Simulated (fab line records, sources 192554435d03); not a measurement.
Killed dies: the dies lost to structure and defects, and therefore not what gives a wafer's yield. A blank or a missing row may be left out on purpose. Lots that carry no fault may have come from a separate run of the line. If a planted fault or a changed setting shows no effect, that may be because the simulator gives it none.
The tool behind it: which one?	flow n5-finfet	24 lots with 72 wafers sampled at 6 steps, on a route of 1938 steps

== WHAT EACH GAUGE READ, for each wafer ==
No reading from a measuring or inspecting step in the record can be judged against a usual standard deviation.

== WHICH TOOL RAN EACH LOT (tool, then ch and the chambers of the sampled wafers, then the start) ==
lot	N5_BEOL_M1_ANNEAL_91	N5_BEOL_M2_ETCH_77	N5_BEOL_M2_ALD_98	N5_BEOL_M2_ANNEAL_49	N5_BEOL_M2_SPUTTER_92	N5_BEOL_M2_SPUTTER_94
L074	pvd-sputter-01, day 6 17:37	rie-diel-04 ch 0,2,3, day 6 21:50	ald-sin-03 ch 0,1, day 6 21:56	pvd-sputter-03, day 7 09:28	pvd-sputter-03, day 7 10:42	pvd-sputter-03, day 7 10:55
L075	pvd-sputter-03, day 6 18:27	rie-diel-05 ch 0,3, day 7 00:01	ald-sin-03 ch 0,1,3, day 7 00:07	pvd-sputter-01, day 7 13:12	pvd-sputter-01, day 7 14:26	pvd-sputter-01, day 7 14:40
L076	pvd-sputter-03, day 7 13:52	rie-diel-02 ch 1,2,3, day 7 18:17	ald-sin-01 ch 0,2,3, day 7 18:23	pvd-sputter-02, day 8 02:53	pvd-sputter-02, day 8 04:07	pvd-sputter-02, day 8 04:20
L077	pvd-sputter-03, day 7 16:52	rie-diel-04 ch 1,2, day 7 22:37	ald-sin-03 ch 0,2,3, day 7 22:43	pvd-sputter-01, day 8 03:26	pvd-sputter-01, day 8 04:40	pvd-sputter-01, day 8 04:53
L078	pvd-sputter-01, day 7 20:02	rie-diel-05 ch 0,2,3, day 7 23:44	ald-sin-01 ch 0,3, day 7 23:50	pvd-sputter-01, day 8 08:37	pvd-sputter-01, day 8 09:52	pvd-sputter-01, day 8 10:05
L079	pvd-sputter-02, day 8 09:08	rie-diel-05 ch 0,2,3, day 8 13:35	ald-sin-01 ch 0,2,3, day 8 13:58	pvd-sputter-03, day 8 17:15	pvd-sputter-03, day 8 18:29	pvd-sputter-03, day 8 18:43
L080	pvd-sputter-01, day 8 12:43	rie-diel-05 ch 0,2,3, day 8 17:53	ald-sin-03 ch 0,1, day 8 18:31	pvd-sputter-02, day 9 03:09	pvd-sputter-02, day 9 04:23	pvd-sputter-02, day 9 04:37
L081	pvd-sputter-03, day 8 14:50	rie-diel-04 ch 0,1,3, day 8 18:44	ald-sin-04 ch 0,1,3, day 8 18:50	pvd-sputter-01, day 9 08:45	pvd-sputter-01, day 9 09:59	pvd-sputter-01, day 9 10:13
L082	pvd-sputter-01, day 8 21:47	rie-diel-05 ch 0,3, day 9 02:04	ald-sin-01 ch 0,1,3, day 9 02:21	pvd-sputter-03, day 9 16:49	pvd-sputter-03, day 14 06:43	pvd-sputter-03, day 14 06:56
L083	pvd-sputter-03, day 9 02:34	rie-diel-05 ch 1,2,3, day 9 07:33	ald-sin-04 ch 0,1,2, day 9 07:39	pvd-sputter-02, day 11 01:49	pvd-sputter-02, day 11 03:03	pvd-sputter-02, day 11 03:16
L084	pvd-sputter-03, day 9 04:24	rie-diel-02 ch 0,2,3, day 9 08:34	ald-sin-01 ch 1,2,3, day 9 08:43	pvd-sputter-01, day 11 02:01	pvd-sputter-01, day 11 03:15	pvd-sputter-01, day 11 03:28
L085	pvd-sputter-03, day 9 06:34	rie-diel-02 ch 2,3, day 9 10:08	ald-sin-04 ch 0,3, day 9 10:14	pvd-sputter-01, day 11 13:49	pvd-sputter-01, day 11 15:04	pvd-sputter-01, day 11 15:17
L086	pvd-sputter-03, day 9 09:53	rie-diel-04 ch 0,2,3, day 9 13:53	ald-sin-01 ch 1,3, day 9 13:59	pvd-sputter-01, day 12 05:28	pvd-sputter-01, day 12 06:42	pvd-sputter-01, day 12 06:55
L087	pvd-sputter-02, day 9 18:12	rie-diel-04 ch 0,1,2, day 9 22:30	ald-sin-01 ch 1,2,3, day 9 22:41	pvd-sputter-01, day 12 17:33	pvd-sputter-01, day 12 18:47	pvd-sputter-01, day 12 19:01
L088	pvd-sputter-02, day 9 21:00	rie-diel-05 ch 1,2,3, day 10 01:35	ald-sin-04 ch 1,2, day 10 01:46	pvd-sputter-01, day 12 19:26	pvd-sputter-01, day 12 20:40	pvd-sputter-01, day 12 20:53
L090	pvd-sputter-01, day 10 08:43	rie-diel-02 ch 0,3, day 10 12:10	ald-sin-01 ch 0,3, day 10 12:43	pvd-sputter-01, day 13 01:44	pvd-sputter-01, day 13 02:59	pvd-sputter-01, day 13 03:12
L089	pvd-sputter-02, day 10 17:41	rie-diel-04 ch 0,1,2, day 11 00:29	ald-sin-03 ch 1,2,3, day 11 00:36	pvd-sputter-02, day 13 06:32	pvd-sputter-02, day 13 07:47	pvd-sputter-02, day 13 08:00
L091	pvd-sputter-01, day 10 22:04	rie-diel-04 ch 0,1,3, day 11 01:51	ald-sin-01 ch 0,1,3, day 11 01:57	pvd-sputter-02, day 12 20:01	pvd-sputter-02, day 12 21:15	pvd-sputter-02, day 12 21:28
L092	pvd-sputter-01, day 11 06:28	rie-diel-02 ch 0,2,3, day 11 11:05	ald-sin-03 ch 0,1, day 11 11:11	pvd-sputter-01, day 13 04:43	pvd-sputter-01, day 13 05:58	pvd-sputter-01, day 13 06:11
L094	pvd-sputter-02, day 11 06:29	rie-diel-05 ch 0,3, day 11 11:16	ald-sin-03 ch 2,3, day 11 11:22	pvd-sputter-01, day 13 07:55	pvd-sputter-01, day 13 09:10	pvd-sputter-01, day 13 09:23
L093	pvd-sputter-01, day 11 16:59	rie-diel-02 ch 0,1,3, day 11 20:29	ald-sin-03 ch 1,3, day 11 20:35	pvd-sputter-01, day 13 16:02	pvd-sputter-01, day 13 17:16	pvd-sputter-01, day 13 17:29
L095	pvd-sputter-01, day 11 18:49	rie-diel-05 ch 0,1,3, day 11 22:14	ald-sin-03 ch 0,1,3, day 11 22:19	pvd-sputter-02, day 13 16:15	pvd-sputter-02, day 13 17:29	pvd-sputter-02, day 13 17:43
L096	pvd-sputter-02, day 12 06:24	rie-diel-02 ch 0,1,3, day 12 12:04	ald-sin-01 ch 2,3, day 12 12:10	pvd-sputter-01, day 14 04:52	pvd-sputter-01, day 14 06:07	pvd-sputter-01, day 14 06:20
L097	pvd-sputter-01, day 13 10:55	rie-diel-02 ch 1,2, day 13 14:32	ald-sin-04 ch 1,2,3, day 13 14:38	pvd-sputter-01, day 14 12:12	pvd-sputter-01, day 14 13:26	pvd-sputter-01, day 14 13:40
- N5_BEOL_M1_ANNEAL_91: time 240 s.
- N5_BEOL_M2_ETCH_77: etches underlayer in N2/H2, target depth 6.5 nm, time 5.2 s.
- N5_BEOL_M2_ALD_98: deposits SiO2, target thk 2.5 nm, pulse time 1 s, co reactant pulse time 1 s.
- N5_BEOL_M2_ANNEAL_49: time 240 s.
- N5_BEOL_M2_SPUTTER_92: material Cu, target thk 4.5 nm, time 8.29 s.
- N5_BEOL_M2_SPUTTER_94: material Cu, target thk 4.5 nm, time 8.29 s.

== AS READ BY THE TOOLS THEMSELVES (means over the sampled wafers that have a number; for cases with no such wafer, the mark the record gives instead) ==
N5_BEOL_M1_ANNEAL_91. Usual: heater-power-w reads 805 W (standard deviation 74).
lot	tool	heater-power-w (W)	flag
L074	pvd-sputter-01	719	
L075	pvd-sputter-03	891	
L076	pvd-sputter-03	841	
L077	pvd-sputter-03	832	
L078	pvd-sputter-01	793	
L079	pvd-sputter-02	836	
L080	pvd-sputter-01	787	
L081	pvd-sputter-03	797	
L082	pvd-sputter-01	749	
L083	pvd-sputter-03	856	
L084	pvd-sputter-03	810	
L085	pvd-sputter-03	779	
L086	pvd-sputter-03	866	
L087	pvd-sputter-02	796	
L088	pvd-sputter-02	854	
L090	pvd-sputter-01	760	
L089	pvd-sputter-02	808	
L091	pvd-sputter-01	798	
L092	pvd-sputter-01	723	
L094	pvd-sputter-02	764	
L093	pvd-sputter-01	716	
L095	pvd-sputter-01	791	
L096	pvd-sputter-02	839	
L097	pvd-sputter-01	782	

N5_BEOL_M2_ETCH_77. Usual: bias-w 150.0 W, standard deviation 0.42; chamber-pressure-mTorr 30.00 mTorr, standard deviation 0.04; drypump-motor-current-A 5.8 A, standard deviation 0.44; etch-rf-on-time-s 5.21 s, standard deviation 0.078; oes-product-au 0.67 a.u., standard deviation 0.087; rf-vpp-V 524.9 V, standard deviation 2.9; showerhead-plenum-p-Torr 2.57 Torr, standard deviation 0.1; throttle-valve-pct 17.95 %, standard deviation 0.14.
lot	tool	bias-w (W)	chamber-pressure-mTorr (mTorr)	drypump-motor-current-A (A)	etch-rf-on-time-s (s)	oes-product-au (a.u.)	rf-vpp-V (V)	showerhead-plenum-p-Torr (Torr)	throttle-valve-pct (%)	flag
L074	rie-diel-04	149.8	30.00	5.5	5.25	0.59	523.5	2.51	18.02	
L075	rie-diel-05	150.0	29.97	6.4	5.20	0.75	525.2	2.62	17.87	
L076	rie-diel-02	149.3	29.99	5.7	5.23	0.66	525.1	2.59	17.96	
L077	rie-diel-04	150.2	30.02	5.5	5.18	0.72	522.9	2.50	17.93	
L078	rie-diel-05	150.3	29.99	6.2	5.21	0.67	526.8	2.62	18.00	
L079	rie-diel-05	149.9	29.98	6.2	5.20	0.66	526.7	2.62	18.00	
L080	rie-diel-05	150.1	30.01	6.2	5.20	0.66	526.5	2.62	18.01	
L081	rie-diel-04	149.8	29.98	5.6	5.14	0.74	525.7	2.60	17.97	
L082	rie-diel-05	149.9	29.98	6.5	5.23	0.66	525.6	2.62	17.94	
L083	rie-diel-05	149.9	30.03	5.9	5.18	0.66	525.7	2.65	17.96	
L084	rie-diel-02	150.0	30.02	5.7	5.28	0.64	523.4	2.51	17.97	
L085	rie-diel-02	150.1	30.02	5.6	5.28	0.66	523.9	2.52	18.06	
L086	rie-diel-04	150.0	29.99	5.5	5.24	0.66	525.4	2.61	17.92	
L087	rie-diel-04	149.6	29.99	5.6	5.19	0.71	525.8	2.57	17.87	
L088	rie-diel-05	149.8	30.00	5.9	5.14	0.66	527.8	2.65	17.98	
L090	rie-diel-02	150.2	30.01	5.6	5.29	0.61	519.2	2.42	17.90	
L089	rie-diel-04	149.8	29.94	5.6	5.17	0.70	524.4	2.56	17.91	
L091	rie-diel-04	149.9	29.96	5.6	5.13	0.79	525.1	2.59	17.84	
L092	rie-diel-02	150.2	30.02	5.6	5.23	0.64	522.8	2.50	17.98	
L094	rie-diel-05	149.8	30.03	6.5	5.27	0.64	525.9	2.61	17.97	
L093	rie-diel-02	150.2	30.02	5.7	5.23	0.62	523.2	2.49	17.94	
L095	rie-diel-05	149.7	30.05	6.1	5.19	0.70	526.7	2.64	17.90	
L096	rie-diel-02	150.0	30.01	5.6	5.29	0.61	522.2	2.49	17.93	
L097	rie-diel-02	149.6	29.99	5.7	5.13	0.63	527.1	2.63	17.97	

N5_BEOL_M2_ALD_98. Usual: chamber-pressure-Torr 2.000 Torr, standard deviation 0.0044; heater-power-w 79 W, standard deviation 9.1; precursor-pulse-height-rel 1.001, standard deviation 0.02.
lot	tool	chamber-pressure-Torr (Torr)	heater-power-w (W)	precursor-pulse-height-rel	flag
L074	ald-sin-03	1.998	72	1.004	
L075	ald-sin-03	2.006	72	1.008	
L076	ald-sin-01	1.998	77	1.011	
L077	ald-sin-03	1.998	84	0.991	
L078	ald-sin-01	1.998	73	1.003	
L079	ald-sin-01	2.001	78	1.018	
L080	ald-sin-03	2.000	71	1.009	
L081	ald-sin-04	2.000	83	0.985	
L082	ald-sin-01	2.006	74	0.996	
L083	ald-sin-04	2.000	76	0.989	
L084	ald-sin-01	1.999	82	1.021	
L085	ald-sin-04	1.999	84	0.995	
L086	ald-sin-01	2.000	78	0.986	
L087	ald-sin-01	2.000	81	1.006	
L088	ald-sin-04	2.003	71	1.000	
L090	ald-sin-01	1.999	70	0.992	
L089	ald-sin-03	1.999	82	0.993	
L091	ald-sin-01	2.001	74	1.011	
L092	ald-sin-03	2.000	72	0.986	
L094	ald-sin-03	2.000	92	1.019	
L093	ald-sin-03	2.003	74	0.987	
L095	ald-sin-03	2.002	74	1.006	
L096	ald-sin-01	1.999	83	0.983	
L097	ald-sin-04	1.999	79	0.995	

N5_BEOL_M2_ANNEAL_49. Usual: heater-power-w reads 790 W (standard deviation 68).
lot	tool	heater-power-w (W)	flag
L074	pvd-sputter-03	796	
L075	pvd-sputter-01	794	
L076	pvd-sputter-02	875	
L077	pvd-sputter-01	752	
L078	pvd-sputter-01	785	
L079	pvd-sputter-03	843	
L080	pvd-sputter-02	834	
L081	pvd-sputter-01	755	
L082	pvd-sputter-03	872	
L083	pvd-sputter-02	810	
L084	pvd-sputter-01	749	
L085	pvd-sputter-01	710	
L086	pvd-sputter-01	786	
L087	pvd-sputter-01	827	
L088	pvd-sputter-01	759	
L090	pvd-sputter-01	742	
L089	pvd-sputter-02	812	
L091	pvd-sputter-02	842	
L092	pvd-sputter-01	779	
L094	pvd-sputter-01	754	
L093	pvd-sputter-01	790	
L095	pvd-sputter-02	835	
L096	pvd-sputter-01	718	
L097	pvd-sputter-01	763	

N5_BEOL_M2_SPUTTER_92. Usual: chuck-gas-flow-sccm 1.27 sccm, standard deviation 0.053; throttle-valve-pct 29.6 %, standard deviation 1.
lot	tool	chuck-gas-flow-sccm (sccm)	throttle-valve-pct (%)	flag
L074	pvd-sputter-03	1.30	28.8	
L075	pvd-sputter-01	1.27	29.4	
L076	pvd-sputter-02	1.22	30.2	
L077	pvd-sputter-01	1.27	29.5	
L078	pvd-sputter-01	1.26	29.7	
L079	pvd-sputter-03	1.25	28.6	
L080	pvd-sputter-02	1.27	29.7	
L081	pvd-sputter-01	1.28	30.2	
L082	pvd-sputter-03	1.27	28.9	
L083	pvd-sputter-02	1.22	29.4	
L084	pvd-sputter-01	1.26	30.4	
L085	pvd-sputter-01	1.26	30.9	
L086	pvd-sputter-01	1.30	29.4	
L087	pvd-sputter-01	1.28	29.1	
L088	pvd-sputter-01	1.25	29.5	
L090	pvd-sputter-01	1.28	30.4	
L089	pvd-sputter-02	1.26	29.5	
L091	pvd-sputter-02	1.29	30.0	
L092	pvd-sputter-01	1.29	29.8	
L094	pvd-sputter-01	1.31	29.4	
L093	pvd-sputter-01	1.30	30.0	
L095	pvd-sputter-02	1.27	29.8	
L096	pvd-sputter-01	1.26	30.9	
L097	pvd-sputter-01	1.26	30.0	

N5_BEOL_M2_SPUTTER_94. Usual: chuck-gas-flow-sccm 1.27 sccm, standard deviation 0.053; throttle-valve-pct 29.6 %, standard deviation 1.
lot	tool	chuck-gas-flow-sccm (sccm)	throttle-valve-pct (%)	flag
L074	pvd-sputter-03	1.30	28.7	
L075	pvd-sputter-01	1.28	29.4	
L076	pvd-sputter-02	1.23	30.1	
L077	pvd-sputter-01	1.25	29.3	
L078	pvd-sputter-01	1.27	29.8	
L079	pvd-sputter-03	1.32	28.7	
L080	pvd-sputter-02	1.27	29.7	
L081	pvd-sputter-01	1.27	30.3	
L082	pvd-sputter-03	1.31	29.0	
L083	pvd-sputter-02	1.25	29.5	
L084	pvd-sputter-01	1.30	30.2	
L085	pvd-sputter-01	1.25	30.8	
L086	pvd-sputter-01	1.22	29.2	
L087	pvd-sputter-01	1.24	29.2	
L088	pvd-sputter-01	1.22	29.7	
L090	pvd-sputter-01	1.28	30.4	
L089	pvd-sputter-02	1.25	29.5	
L091	pvd-sputter-02	1.24	30.0	
L092	pvd-sputter-01	1.29	29.8	
L094	pvd-sputter-01	1.22	29.5	
L093	pvd-sputter-01	1.26	29.7	
L095	pvd-sputter-02	1.29	29.8	
L096	pvd-sputter-01	1.28	30.8	
L097	pvd-sputter-01	1.26	29.8	

== THE ANSWER, worked out from the rows above alone ==
Rule: a lot is off if the mean of its wafers that have a number lies more than 3 standard deviations from the usual mean. A lot without any number at a reading at which 4 lots or more have one is off too. Any other lot the step has rows for is counted as sound. After the gauges, taken in route order, come the tools' own readings; for these a lot's mean is taken, as printed above. At the first step where some lot is off, the reading lying furthest off is the one used; lots without a number count as furthest.
No lot is off on any of the readings shown, so nothing can be concluded from this.

== WHAT HAD BEEN PUT IN BY THE SIMULATOR ==
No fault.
